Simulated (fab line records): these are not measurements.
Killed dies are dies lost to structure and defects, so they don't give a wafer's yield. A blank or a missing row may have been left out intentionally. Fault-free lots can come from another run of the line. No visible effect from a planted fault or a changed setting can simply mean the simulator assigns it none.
A struck lot beside a sound one	flow nand_harc	28 out of 1302 route steps
Sound: wafers L376.2, L376.4, L376.6. Struck: wafer L391.2 (L391.4, L391.5, from the same lot, were not struck and are left out); the cause is given at the end.
Per side, at each step with rows, come the tool, then ch with its chambers, and then its first start. Under that, the readings that differ: sound wafers	struck wafers	difference of the means	sigmas: that difference in standard deviations of wafers without a fault.
alike: words and numbers the same on both sides, and readings whose means are apart by under 2 such deviations; not compared: readings that were withheld, readings missing a value for some wafer, numbers with overlapping values and no deviation given by the record, and bounds like >300 which may hide the same value.
Wherever a step has rows on one side only, a row that says differs or no value, or a row with sigmas, the two part there. When numbers do not overlap yet have no deviation, they are printed without sigmas and do not part them. Lack of a reading on every wafer of one side parts them only where that side has two or more wafers.

NHARC_A_CHANNEL_HOLE_D1_INSPECT_12:
  sound: defect_inspect-01 at day 9 05:11; struck: defect_inspect-02 at day 15 15:02
  alike: raw_defect_count
then, 1 step without rows for these wafers: NHARC_A_CHANNEL_HOLE_D1_DESCUM_15 (chemistry O2, time 3 s).
NHARC_A_CHANNEL_HOLE_D1_ETCH_38: etches the open film in CF4, target depth 39 nm, time 65 s.
  sound on rie_diel-01 ch 0,1, day 9 05:20; struck on rie_diel-03 ch 1, day 15 15:11
  alike: cf4_flow_sccm, drypump_motor_current_A, oes_product_au, rf_vpp_V, showerhead_plenum_p_Torr, throttle_valve_pct
  not compared: rf_hours_counter_h
then, 3 steps without rows for these wafers: NHARC_A_CHANNEL_HOLE_D1_ETCH_39 (etches the open film in N2/H2, target depth 260 nm, time 325 s); NHARC_A_CHANNEL_HOLE_D1_ETCH_34 (etches the open film in CF4/CHF3, target depth 154 nm, time 77 s); NHARC_A_CHANNEL_HOLE_D1_ETCH_16 (etches the open film in O2/COS, target depth 3100 nm, time 806 s).
NHARC_A_CHANNEL_HOLE_D1_CD_MEAS_18:
  sound: cd_sem-03 at day 9 06:22; struck: cd_sem-03 at day 15 16:13
  alike: cd_nm
then, 1 step without rows for these wafers: NHARC_A_CHANNEL_HOLE_D1_ETCH_19 (etches the open film in C4F8/O2/Ar, time 34.5 s).
NHARC_A_CHANNEL_HOLE_D1_ETCH_20: etches the open film in C4F8/O2/Ar, time 361.9 s, target depth 1600 nm.
  sound on har_etch-02 ch 0, day 9 10:26; struck on har_etch-02 ch 1, day 15 16:26
  alike: drypump_motor_current_A, showerhead_plenum_p_Torr, temp_c, throttle_valve_pct
  not compared: rf_hours_counter_h
NHARC_A_CHANNEL_HOLE_D1_ETCH_21: etches the open film in C4F8/O2/Ar, time 514.3 s, target depth 1600 nm.
  sound on har_etch-02 ch 0, day 9 10:45; struck on har_etch-02 ch 1, day 15 16:47
reading	sound	struck	difference	sigmas
temp_c (C)	-20.21 -20.24 -20.07	-19.91	+0.26	+2
  alike: drypump_motor_current_A, showerhead_plenum_p_Torr, throttle_valve_pct
  not compared: rf_hours_counter_h
then, 2 steps without rows for these wafers: NHARC_A_CHANNEL_HOLE_D1_ETCH_22 (etches the open film in C4F8/O2/Ar, time 666.7 s, target depth 1600 nm); NHARC_A_CHANNEL_HOLE_D1_ETCH_23 (etches the open film in C4F8/O2/Ar, time 819 s, target depth 1600 nm).
NHARC_A_CHANNEL_HOLE_D1_ETCH_24: etches the open film in C4F8/O2/Ar, time 906.2 s, target depth 1500 nm.
  sound on har_etch-02 ch 0, day 9 12:28; struck on har_etch-02 ch 1, day 15 18:32
  alike: drypump_motor_current_A, showerhead_plenum_p_Torr, temp_c, throttle_valve_pct
  not compared: rf_hours_counter_h
NHARC_A_CHANNEL_HOLE_D1_ETCH_25: etches the open film in C4F8/O2/Ar, time 1040.2 s, target depth 1500 nm.
  sound on har_etch-02 ch 0, day 9 13:14; struck on har_etch-02 ch 1, day 15 19:19
reading	sound	struck	difference	sigmas
throttle_valve_pct (%)	32.246 32.246 32.250	32.224	-0.023	-3
  alike: drypump_motor_current_A, showerhead_plenum_p_Torr, temp_c
  not compared: rf_hours_counter_h
then, 9 steps without rows for these wafers: NHARC_A_CHANNEL_HOLE_D1_ETCH_26 (etches the open film in C4F8/O2/Ar, time 224.1 s, target depth 300 nm); NHARC_A_CHANNEL_HOLE_D1_ETCH_33 (etches the open film in C4F8/O2/Ar, time 90 s, target depth 400 nm); NHARC_A_CHANNEL_HOLE_D1_STRIP_41 (strips in N2/H2); NHARC_A_CHANNEL_HOLE_D1_STRIP_42 (strips in CF4/CHF3); NHARC_A_CHANNEL_HOLE_D1_STRIP_43 (strips in O2/COS); NHARC_A_CHANNEL_HOLE_D1_ETCH_44 (etches the open film in CF4/O2, target depth 140 nm, overetch 14 nm, time 77 s); NHARC_A_CHANNEL_HOLE_D1_STRIP_27 (strips in O2); NHARC_A_CHANNEL_HOLE_D1_PRECLEAN_28 (cleans in SC1); NHARC_A_CHANNEL_HOLE_D1_SRD_29.
NHARC_A_CHANNEL_HOLE_D1_CD_MEAS_30:
  sound: cd_sem-02 at day 9 15:50; struck: cd_sem-03 at day 15 21:55
  alike: cd_nm
NHARC_A_CHANNEL_HOLE_D1_XSEM_31:
  sound on xsem-01 ch 0, day 9 15:55; struck on xsem-01 ch 0, day 15 22:00
reading	sound	struck	difference	sigmas
tilt_deg (degrees)	0.22 0.21 0.22	0.03	-0.19	-4
  alike: bot_cd_nm, bow_nm
NHARC_A_CHANNEL_HOLE_D1_INSPECT_40:
  sound: defect_inspect-01 at day 9 16:01; struck: defect_inspect-02 at day 15 22:06
reading	sound	struck	difference	sigmas
raw_defect_count	116 83 92	567	+470	+17
then, 1 step without rows for these wafers: NHARC_A_CHANNEL_FILL_D1_PRECLEAN_00 (cleans in SC1).
-- record jumps: 16 days between struck wafers' starts before vs after; left off in module A_CHANNEL_FILL_D1, resumes in module END, first step shown is number 1302 of the route --
NHARC_END_SORT_01:
  only the struck wafers appear in the record here, on prober-01 ch 0 at day 31 13:31; the sound ones have no rows

WHERE THEY PART
Earliest at NHARC_A_CHANNEL_HOLE_D1_ETCH_21; latest, in this record, at NHARC_END_SORT_01.

WHY: what had been put in by the simulator
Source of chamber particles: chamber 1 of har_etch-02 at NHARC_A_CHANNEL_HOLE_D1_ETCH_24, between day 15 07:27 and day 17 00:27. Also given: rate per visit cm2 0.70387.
